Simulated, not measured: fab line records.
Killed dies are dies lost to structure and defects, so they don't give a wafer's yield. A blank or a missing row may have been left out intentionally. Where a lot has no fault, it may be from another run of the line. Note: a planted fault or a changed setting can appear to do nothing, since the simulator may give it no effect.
Which tool was responsible? / flow n5-finfet / 23 lots with 69 wafers sampled at 4 steps, on a route of 1938 steps

WHAT EACH GAUGE READ, for each wafer
N5_PMOS_HMC_CHANNEL_EPI_OVL_MEAS_10. Usual: PMOS_HMC_BLK_OVL -0.3 nm, standard deviation 0.66.
lot=L075; measured=day 2 01:11; on=overlay-02; PMOS_HMC_BLK_OVL (nm)=-0.2 -0.4 -0.5; flag=
lot=L076; measured=day 2 04:46; on=overlay-02; PMOS_HMC_BLK_OVL (nm)=-1.3 0.4 0.9; flag=
lot=L077; measured=day 2 11:28; on=overlay-02; PMOS_HMC_BLK_OVL (nm)=-0.1 -1.5 -1.0; flag=
lot=L078; measured=day 2 17:27; on=overlay-02; PMOS_HMC_BLK_OVL (nm)=0.1 -0.4 -0.9; flag=
lot=L079; measured=day 2 22:55; on=overlay-02; PMOS_HMC_BLK_OVL (nm)=0.5 -0.5 -0.1; flag=
lot=L080; measured=day 3 06:47; on=overlay-01; PMOS_HMC_BLK_OVL (nm)=0.2 -0.7 0.5; flag=
lot=L081; measured=day 3 12:15; on=overlay-01; PMOS_HMC_BLK_OVL (nm)=0.4 0.4 0.0; flag=
lot=L082; measured=day 3 17:19; on=overlay-02; PMOS_HMC_BLK_OVL (nm)=-1.1 -1.1 -0.3; flag=
lot=L083; measured=day 3 23:25; on=overlay-02; PMOS_HMC_BLK_OVL (nm)=-0.3 -0.7 -0.1; flag=
lot=L084; measured=day 4 05:21; on=overlay-02; PMOS_HMC_BLK_OVL (nm)=-0.3 -0.5 -0.3; flag=
lot=L085; measured=day 4 11:17; on=overlay-01; PMOS_HMC_BLK_OVL (nm)=0.7 -0.5 0.4; flag=
lot=L086; measured=day 4 17:17; on=overlay-02; PMOS_HMC_BLK_OVL (nm)=0.1 0.6 -0.4; flag=
lot=L087; measured=day 5 00:06; on=overlay-02; PMOS_HMC_BLK_OVL (nm)=-0.9 1.6 -0.5; flag=
lot=L088; measured=day 5 05:58; on=overlay-02; PMOS_HMC_BLK_OVL (nm)=-0.5 0.2 0.6; flag=
lot=L089; measured=day 5 11:35; on=overlay-02; PMOS_HMC_BLK_OVL (nm)=0.1 0.1 -0.5; flag=
lot=L090; measured=day 5 17:52; on=overlay-02; PMOS_HMC_BLK_OVL (nm)=0.3 -0.6 -0.8; flag=
lot=L091; measured=day 5 23:22; on=overlay-02; PMOS_HMC_BLK_OVL (nm)=-0.1 -0.5 -0.5; flag=
lot=L092; measured=day 6 05:40; on=overlay-02; PMOS_HMC_BLK_OVL (nm)=-0.9 0.3 -1.1; flag=
lot=L093; measured=day 6 11:32; on=overlay-02; PMOS_HMC_BLK_OVL (nm)=-0.7 0.0 -0.6; flag=
lot=L094; measured=day 6 18:28; on=overlay-02; PMOS_HMC_BLK_OVL (nm)=-0.7 -0.3 -0.2; flag=
lot=L095; measured=day 6 23:32; on=overlay-02; PMOS_HMC_BLK_OVL (nm)=1.0 0.1 -0.9; flag=
lot=L096; measured=day 7 05:31; on=overlay-01; PMOS_HMC_BLK_OVL (nm)=-1.1 -1.8 -2.4; flag=
lot=L097; measured=day 7 11:34; on=overlay-01; PMOS_HMC_BLK_OVL (nm)=-0.5 0.6 -0.4; flag=

N5_FIN_SAQP_OCD_MEAS_76. Usual: 120.0 nm for trench-depth-nm, sd 2.2.
lot=L075; measured=day 2 10:10; on=ocd-02; trench-depth-nm (nm)=118.0 121.6 121.1; flag=
lot=L076; measured=day 2 14:24; on=ocd-02; trench-depth-nm (nm)=121.1 119.1 118.0; flag=
lot=L077; measured=day 2 21:09; on=ocd-01; trench-depth-nm (nm)=120.1 118.8 121.8; flag=
lot=L078; measured=day 3 02:13; on=ocd-02; trench-depth-nm (nm)=122.0 122.4 120.4; flag=
lot=L079; measured=day 3 08:38; on=ocd-02; trench-depth-nm (nm)=120.4 118.8 122.1; flag=
lot=L080; measured=day 3 15:54; on=ocd-02; trench-depth-nm (nm)=120.5 123.8 119.2; flag=
lot=L081; measured=day 3 21:48; on=ocd-02; trench-depth-nm (nm)=118.8 122.4 118.1; flag=
lot=L082; measured=day 4 01:59; on=ocd-02; trench-depth-nm (nm)=118.0 116.1 117.1; flag=
lot=L083; measured=day 4 09:28; on=ocd-02; trench-depth-nm (nm)=120.7 119.4 123.1; flag=
lot=L084; measured=day 4 15:22; on=ocd-02; trench-depth-nm (nm)=121.1 120.5 119.7; flag=
lot=L085; measured=day 4 21:32; on=ocd-02; trench-depth-nm (nm)=118.7 122.7 115.8; flag=
lot=L086; measured=day 5 04:21; on=ocd-02; trench-depth-nm (nm)=122.0 124.1 121.6; flag=
lot=L087; measured=day 5 10:07; on=ocd-02; trench-depth-nm (nm)=119.9 120.5 122.8; flag=
lot=L088; measured=day 5 17:04; on=ocd-02; trench-depth-nm (nm)=119.0 118.6 120.8; flag=
lot=L089; measured=day 5 20:28; on=ocd-02; trench-depth-nm (nm)=117.8 116.2 116.7; flag=
lot=L090; measured=day 6 03:54; on=ocd-02; trench-depth-nm (nm)=121.3 119.5 123.6; flag=
lot=L091; measured=day 6 08:13; on=ocd-02; trench-depth-nm (nm)=120.6 118.8 117.2; flag=
lot=L092; measured=day 6 15:34; on=ocd-01; trench-depth-nm (nm)=122.3 121.7 117.7; flag=
lot=L093; measured=day 6 21:31; on=ocd-02; trench-depth-nm (nm)=118.7 122.4 123.0; flag=
lot=L094; measured=day 7 03:47; on=ocd-01; trench-depth-nm (nm)=116.2 117.1 117.7; flag=
lot=L095; measured=day 7 09:02; on=ocd-02; trench-depth-nm (nm)=123.0 119.3 118.1; flag=
lot=L096; measured=day 7 14:28; on=ocd-02; trench-depth-nm (nm)=120.5 118.9 120.5; flag=
lot=L097; measured=day 7 21:04; on=ocd-01; trench-depth-nm (nm)=118.4 117.2 118.7; flag=

WHICH TOOL RAN EACH LOT (tool, then ch and the chambers of the sampled wafers, then the start)
lot=L075; N5_FIN_SAQP_MANDREL_ETCH_22=rie-si-03 ch 0,1,3, day 2 06:09; N5_FIN_SAQP_SPACER2_ETCHBACK_29=rie-diel-06 ch 0,1,3, day 2 09:25
lot=L076; N5_FIN_SAQP_MANDREL_ETCH_22=rie-si-06 ch 0,1, day 2 09:35; N5_FIN_SAQP_SPACER2_ETCHBACK_29=rie-diel-04 ch 0,1,3, day 2 13:39
lot=L077; N5_FIN_SAQP_MANDREL_ETCH_22=rie-si-03 ch 0,3, day 2 17:08; N5_FIN_SAQP_SPACER2_ETCHBACK_29=rie-diel-05 ch 2,3, day 2 20:24
lot=L078; N5_FIN_SAQP_MANDREL_ETCH_22=rie-si-03 ch 2,3, day 2 21:58; N5_FIN_SAQP_SPACER2_ETCHBACK_29=rie-diel-06 ch 0,1, day 3 01:28
lot=L079; N5_FIN_SAQP_MANDREL_ETCH_22=rie-si-03 ch 1,2,3, day 3 04:34; N5_FIN_SAQP_SPACER2_ETCHBACK_29=rie-diel-04 ch 0,2,3, day 3 07:52
lot=L080; N5_FIN_SAQP_MANDREL_ETCH_22=rie-si-03 ch 1,3, day 3 12:05; N5_FIN_SAQP_SPACER2_ETCHBACK_29=rie-diel-04 ch 0,2, day 3 15:09
lot=L081; N5_FIN_SAQP_MANDREL_ETCH_22=rie-si-03 ch 2,3, day 3 17:40; N5_FIN_SAQP_SPACER2_ETCHBACK_29=rie-diel-05 ch 1,2,3, day 3 21:02
lot=L082; N5_FIN_SAQP_MANDREL_ETCH_22=rie-si-03 ch 0,2,3, day 3 21:59; N5_FIN_SAQP_SPACER2_ETCHBACK_29=rie-diel-04 ch 0,2, day 4 01:14
lot=L083; N5_FIN_SAQP_MANDREL_ETCH_22=rie-si-06 ch 1,3, day 4 04:41; N5_FIN_SAQP_SPACER2_ETCHBACK_29=rie-diel-06 ch 0,1,3, day 4 08:42
lot=L084; N5_FIN_SAQP_MANDREL_ETCH_22=rie-si-06 ch 2,3, day 4 10:25; N5_FIN_SAQP_SPACER2_ETCHBACK_29=rie-diel-06 ch 1,2,3, day 4 14:22
lot=L085; N5_FIN_SAQP_MANDREL_ETCH_22=rie-si-06 ch 0,2,3, day 4 16:10; N5_FIN_SAQP_SPACER2_ETCHBACK_29=rie-diel-04 ch 0,2,3, day 4 20:48
lot=L086; N5_FIN_SAQP_MANDREL_ETCH_22=rie-si-06 ch 0,1,2, day 4 22:30; N5_FIN_SAQP_SPACER2_ETCHBACK_29=rie-diel-05 ch 0,1,2, day 5 03:36
lot=L087; N5_FIN_SAQP_MANDREL_ETCH_22=rie-si-06 ch 1,2, day 5 05:20; N5_FIN_SAQP_SPACER2_ETCHBACK_29=rie-diel-05 ch 1,2,3, day 5 09:22
lot=L088; N5_FIN_SAQP_MANDREL_ETCH_22=rie-si-05 ch 0,1, day 5 12:59; N5_FIN_SAQP_SPACER2_ETCHBACK_29=rie-diel-06 ch 0,1,2, day 5 16:05
lot=L089; N5_FIN_SAQP_MANDREL_ETCH_22=rie-si-03 ch 0,2,3, day 5 16:32; N5_FIN_SAQP_SPACER2_ETCHBACK_29=rie-diel-06 ch 0,1, day 5 19:43
lot=L090; N5_FIN_SAQP_MANDREL_ETCH_22=rie-si-06 ch 0,2,3, day 5 23:15; N5_FIN_SAQP_SPACER2_ETCHBACK_29=rie-diel-06 ch 0,2, day 6 03:09
lot=L091; N5_FIN_SAQP_MANDREL_ETCH_22=rie-si-05 ch 0,1,2, day 6 04:09; N5_FIN_SAQP_SPACER2_ETCHBACK_29=rie-diel-04 ch 2,3, day 6 07:26
lot=L092; N5_FIN_SAQP_MANDREL_ETCH_22=rie-si-06 ch 2,3, day 6 10:28; N5_FIN_SAQP_SPACER2_ETCHBACK_29=rie-diel-06 ch 1,2,3, day 6 14:51
lot=L093; N5_FIN_SAQP_MANDREL_ETCH_22=rie-si-06 ch 1,3, day 6 17:32; N5_FIN_SAQP_SPACER2_ETCHBACK_29=rie-diel-04 ch 0,1,3, day 6 20:46
lot=L094; N5_FIN_SAQP_MANDREL_ETCH_22=rie-si-05 ch 1,2, day 6 23:15; N5_FIN_SAQP_SPACER2_ETCHBACK_29=rie-diel-04 ch 0,2, day 7 03:00
lot=L095; N5_FIN_SAQP_MANDREL_ETCH_22=rie-si-03 ch 1,2,3, day 7 04:40; N5_FIN_SAQP_SPACER2_ETCHBACK_29=rie-diel-06 ch 0,1,2, day 7 08:17
lot=L096; N5_FIN_SAQP_MANDREL_ETCH_22=rie-si-03 ch 1,3, day 7 10:06; N5_FIN_SAQP_SPACER2_ETCHBACK_29=rie-diel-06 ch 1,2, day 7 13:33
lot=L097; N5_FIN_SAQP_MANDREL_ETCH_22=rie-si-03 ch 1,2,3, day 7 16:11; N5_FIN_SAQP_SPACER2_ETCHBACK_29=rie-diel-06 ch 2,3, day 7 20:13
- N5_FIN_SAQP_MANDREL_ETCH_22: etches a-Si in HBr/Cl2, stops on SiNx, target depth 60 nm, bt time 10 s, time 30 s.
- N5_FIN_SAQP_SPACER2_ETCHBACK_29: etches SiO2 in CHF3/O2, target depth 12.2 nm, time 6.1 s.

WHAT THE TOOLS THEMSELVES READ (means of the sampled wafers that have a number; where no wafer has one, the mark that the record gives instead)
N5_FIN_SAQP_MANDREL_ETCH_22. Usual: drypump-motor-current-A 5.4 A, standard deviation 0.32; oes-product-au 0.771 a.u., standard deviation 0.014; rf-fwd-power-W 795.9 W, standard deviation 2.7; throttle-valve-pct 35.23 %, standard deviation 0.24.
lot=L075; tool=rie-si-03; drypump-motor-current-A (A)=5.4; oes-product-au (a.u.)=0.772; rf-fwd-power-W (W)=793.8; throttle-valve-pct (%)=35.30; flag=
lot=L076; tool=rie-si-06; drypump-motor-current-A (A)=5.3; oes-product-au (a.u.)=0.767; rf-fwd-power-W (W)=795.9; throttle-valve-pct (%)=35.25; flag=
lot=L077; tool=rie-si-03; drypump-motor-current-A (A)=5.3; oes-product-au (a.u.)=0.770; rf-fwd-power-W (W)=796.6; throttle-valve-pct (%)=35.17; flag=
lot=L078; tool=rie-si-03; drypump-motor-current-A (A)=5.3; oes-product-au (a.u.)=0.782; rf-fwd-power-W (W)=797.8; throttle-valve-pct (%)=35.08; flag=
lot=L079; tool=rie-si-03; drypump-motor-current-A (A)=5.5; oes-product-au (a.u.)=0.788; rf-fwd-power-W (W)=798.5; throttle-valve-pct (%)=35.26; flag=
lot=L080; tool=rie-si-03; drypump-motor-current-A (A)=5.6; oes-product-au (a.u.)=0.778; rf-fwd-power-W (W)=799.6; throttle-valve-pct (%)=35.48; flag=
lot=L081; tool=rie-si-03; drypump-motor-current-A (A)=5.3; oes-product-au (a.u.)=0.770; rf-fwd-power-W (W)=795.4; throttle-valve-pct (%)=35.18; flag=
lot=L082; tool=rie-si-03; drypump-motor-current-A (A)=5.3; oes-product-au (a.u.)=0.774; rf-fwd-power-W (W)=796.4; throttle-valve-pct (%)=35.09; flag=
lot=L083; tool=rie-si-06; drypump-motor-current-A (A)=5.5; oes-product-au (a.u.)=0.779; rf-fwd-power-W (W)=793.7; throttle-valve-pct (%)=34.99; flag=
lot=L084; tool=rie-si-06; drypump-motor-current-A (A)=5.5; oes-product-au (a.u.)=0.765; rf-fwd-power-W (W)=797.1; throttle-valve-pct (%)=35.02; flag=
lot=L085; tool=rie-si-06; drypump-motor-current-A (A)=5.4; oes-product-au (a.u.)=0.751; rf-fwd-power-W (W)=799.0; throttle-valve-pct (%)=35.27; flag=
lot=L086; tool=rie-si-06; drypump-motor-current-A (A)=5.2; oes-product-au (a.u.)=0.754; rf-fwd-power-W (W)=794.4; throttle-valve-pct (%)=35.34; flag=
lot=L087; tool=rie-si-06; drypump-motor-current-A (A)=5.2; oes-product-au (a.u.)=0.772; rf-fwd-power-W (W)=794.4; throttle-valve-pct (%)=35.18; flag=
lot=L088; tool=rie-si-05; drypump-motor-current-A (A)=6.0; oes-product-au (a.u.)=0.780; rf-fwd-power-W (W)=791.8; throttle-valve-pct (%)=35.18; flag=
lot=L089; tool=rie-si-03; drypump-motor-current-A (A)=5.3; oes-product-au (a.u.)=0.772; rf-fwd-power-W (W)=796.9; throttle-valve-pct (%)=35.09; flag=
lot=L090; tool=rie-si-06; drypump-motor-current-A (A)=5.4; oes-product-au (a.u.)=0.761; rf-fwd-power-W (W)=797.0; throttle-valve-pct (%)=35.26; flag=
lot=L091; tool=rie-si-05; drypump-motor-current-A (A)=5.7; oes-product-au (a.u.)=0.770; rf-fwd-power-W (W)=794.7; throttle-valve-pct (%)=35.24; flag=
lot=L092; tool=rie-si-06; drypump-motor-current-A (A)=5.5; oes-product-au (a.u.)=0.762; rf-fwd-power-W (W)=795.4; throttle-valve-pct (%)=35.02; flag=
lot=L093; tool=rie-si-06; drypump-motor-current-A (A)=5.7; oes-product-au (a.u.)=0.771; rf-fwd-power-W (W)=797.8; throttle-valve-pct (%)=34.93; flag=
lot=L094; tool=rie-si-05; drypump-motor-current-A (A)=5.3; oes-product-au (a.u.)=0.765; rf-fwd-power-W (W)=792.9; throttle-valve-pct (%)=35.35; flag=
lot=L095; tool=rie-si-03; drypump-motor-current-A (A)=5.5; oes-product-au (a.u.)=0.783; rf-fwd-power-W (W)=795.3; throttle-valve-pct (%)=35.29; flag=
lot=L096; tool=rie-si-03; drypump-motor-current-A (A)=5.6; oes-product-au (a.u.)=0.776; rf-fwd-power-W (W)=797.3; throttle-valve-pct (%)=35.47; flag=
lot=L097; tool=rie-si-03; drypump-motor-current-A (A)=5.5; oes-product-au (a.u.)=0.782; rf-fwd-power-W (W)=796.2; throttle-valve-pct (%)=35.28; flag=

N5_FIN_SAQP_SPACER2_ETCHBACK_29. Usual: drypump-motor-current-A 5.6 A, standard deviation 0.53; oes-product-au 0.78 a.u., standard deviation 0.087; rf-fwd-power-W 645.6 W, standard deviation 2.2; rf-vpp-V 524 V, standard deviation 9.9; showerhead-plenum-p-Torr 2.39 Torr, standard deviation 0.092; throttle-valve-pct 18.97 %, standard deviation 0.19.
lot=L075; tool=rie-diel-06; drypump-motor-current-A (A)=5.7; oes-product-au (a.u.)=0.73; rf-fwd-power-W (W)=647.3; rf-vpp-V (V)=521; showerhead-plenum-p-Torr (Torr)=2.34; throttle-valve-pct (%)=19.02; flag=
lot=L076; tool=rie-diel-04; drypump-motor-current-A (A)=5.6; oes-product-au (a.u.)=0.75; rf-fwd-power-W (W)=644.6; rf-vpp-V (V)=517; showerhead-plenum-p-Torr (Torr)=2.45; throttle-valve-pct (%)=19.19; flag=
lot=L077; tool=rie-diel-05; drypump-motor-current-A (A)=6.1; oes-product-au (a.u.)=0.84; rf-fwd-power-W (W)=643.6; rf-vpp-V (V)=541; showerhead-plenum-p-Torr (Torr)=2.42; throttle-valve-pct (%)=18.74; flag=
lot=L078; tool=rie-diel-06; drypump-motor-current-A (A)=6.2; oes-product-au (a.u.)=0.72; rf-fwd-power-W (W)=646.7; rf-vpp-V (V)=519; showerhead-plenum-p-Torr (Torr)=2.34; throttle-valve-pct (%)=19.01; flag=
lot=L079; tool=rie-diel-04; drypump-motor-current-A (A)=5.3; oes-product-au (a.u.)=0.76; rf-fwd-power-W (W)=643.6; rf-vpp-V (V)=527; showerhead-plenum-p-Torr (Torr)=2.46; throttle-valve-pct (%)=19.00; flag=
lot=L080; tool=rie-diel-04; drypump-motor-current-A (A)=5.3; oes-product-au (a.u.)=0.75; rf-fwd-power-W (W)=645.9; rf-vpp-V (V)=532; showerhead-plenum-p-Torr (Torr)=2.51; throttle-valve-pct (%)=18.97; flag=
lot=L081; tool=rie-diel-05; drypump-motor-current-A (A)=6.0; oes-product-au (a.u.)=0.81; rf-fwd-power-W (W)=645.2; rf-vpp-V (V)=529; showerhead-plenum-p-Torr (Torr)=2.38; throttle-valve-pct (%)=18.90; flag=
lot=L082; tool=rie-diel-04; drypump-motor-current-A (A)=5.3; oes-product-au (a.u.)=0.74; rf-fwd-power-W (W)=644.4; rf-vpp-V (V)=530; showerhead-plenum-p-Torr (Torr)=2.51; throttle-valve-pct (%)=18.96; flag=
lot=L083; tool=rie-diel-06; drypump-motor-current-A (A)=5.7; oes-product-au (a.u.)=0.71; rf-fwd-power-W (W)=647.5; rf-vpp-V (V)=522; showerhead-plenum-p-Torr (Torr)=2.33; throttle-valve-pct (%)=19.05; flag=
lot=L084; tool=rie-diel-06; drypump-motor-current-A (A)=5.4; oes-product-au (a.u.)=0.72; rf-fwd-power-W (W)=643.8; rf-vpp-V (V)=522; showerhead-plenum-p-Torr (Torr)=2.35; throttle-valve-pct (%)=19.02; flag=
lot=L085; tool=rie-diel-04; drypump-motor-current-A (A)=5.3; oes-product-au (a.u.)=0.75; rf-fwd-power-W (W)=646.0; rf-vpp-V (V)=527; showerhead-plenum-p-Torr (Torr)=2.45; throttle-valve-pct (%)=19.03; flag=
lot=L086; tool=rie-diel-05; drypump-motor-current-A (A)=6.1; oes-product-au (a.u.)=0.78; rf-fwd-power-W (W)=643.2; rf-vpp-V (V)=527; showerhead-plenum-p-Torr (Torr)=2.37; throttle-valve-pct (%)=18.98; flag=
lot=L087; tool=rie-diel-05; drypump-motor-current-A (A)=6.0; oes-product-au (a.u.)=0.80; rf-fwd-power-W (W)=644.1; rf-vpp-V (V)=529; showerhead-plenum-p-Torr (Torr)=2.37; throttle-valve-pct (%)=18.91; flag=
lot=L088; tool=rie-diel-06; drypump-motor-current-A (A)=5.9; oes-product-au (a.u.)=0.81; rf-fwd-power-W (W)=646.4; rf-vpp-V (V)=520; showerhead-plenum-p-Torr (Torr)=2.35; throttle-valve-pct (%)=18.88; flag=
lot=L089; tool=rie-diel-06; drypump-motor-current-A (A)=6.2; oes-product-au (a.u.)=0.71; rf-fwd-power-W (W)=646.5; rf-vpp-V (V)=520; showerhead-plenum-p-Torr (Torr)=2.33; throttle-valve-pct (%)=19.05; flag=
lot=L090; tool=rie-diel-06; drypump-motor-current-A (A)=5.9; oes-product-au (a.u.)=0.87; rf-fwd-power-W (W)=644.9; rf-vpp-V (V)=524; showerhead-plenum-p-Torr (Torr)=2.42; throttle-valve-pct (%)=18.70; flag=
lot=L091; tool=rie-diel-04; drypump-motor-current-A (A)=4.9; oes-product-au (a.u.)=0.73; rf-fwd-power-W (W)=644.7; rf-vpp-V (V)=529; showerhead-plenum-p-Torr (Torr)=2.38; throttle-valve-pct (%)=19.08; flag=
lot=L092; tool=rie-diel-06; drypump-motor-current-A (A)=5.4; oes-product-au (a.u.)=0.89; rf-fwd-power-W (W)=645.0; rf-vpp-V (V)=523; showerhead-plenum-p-Torr (Torr)=2.34; throttle-valve-pct (%)=18.79; flag=
lot=L093; tool=rie-diel-04; drypump-motor-current-A (A)=5.6; oes-product-au (a.u.)=0.81; rf-fwd-power-W (W)=643.6; rf-vpp-V (V)=516; showerhead-plenum-p-Torr (Torr)=2.44; throttle-valve-pct (%)=19.10; flag=
lot=L094; tool=rie-diel-04; drypump-motor-current-A (A)=5.7; oes-product-au (a.u.)=0.75; rf-fwd-power-W (W)=646.4; rf-vpp-V (V)=525; showerhead-plenum-p-Torr (Torr)=2.51; throttle-valve-pct (%)=19.02; flag=
lot=L095; tool=rie-diel-06; drypump-motor-current-A (A)=5.9; oes-product-au (a.u.)=0.78; rf-fwd-power-W (W)=645.8; rf-vpp-V (V)=521; showerhead-plenum-p-Torr (Torr)=2.34; throttle-valve-pct (%)=18.90; flag=
lot=L096; tool=rie-diel-06; drypump-motor-current-A (A)=5.6; oes-product-au (a.u.)=0.80; rf-fwd-power-W (W)=645.7; rf-vpp-V (V)=518; showerhead-plenum-p-Torr (Torr)=2.29; throttle-valve-pct (%)=18.93; flag=
lot=L097; tool=rie-diel-06; drypump-motor-current-A (A)=5.3; oes-product-au (a.u.)=0.94; rf-fwd-power-W (W)=647.5; rf-vpp-V (V)=527; showerhead-plenum-p-Torr (Torr)=2.39; throttle-valve-pct (%)=18.66; flag=

THE ANSWER, worked out from the rows above alone
Rule: lot off if the mean of its wafers having a number is beyond 3 standard deviations from the usual mean. Also off: a lot with no number at a reading for which 4 or more lots have one. The other lots that the step has rows for count as sound. The gauges are gone through in route order, then the tools' own readings, and for those a lot's mean is taken as printed above. At the first step where some lot is off, the reading lying furthest off is the one used; lots without a number count as furthest.
Nothing can be told from this: no lot is off at any reading shown.

WHAT THE SIMULATOR HAD INSERTED
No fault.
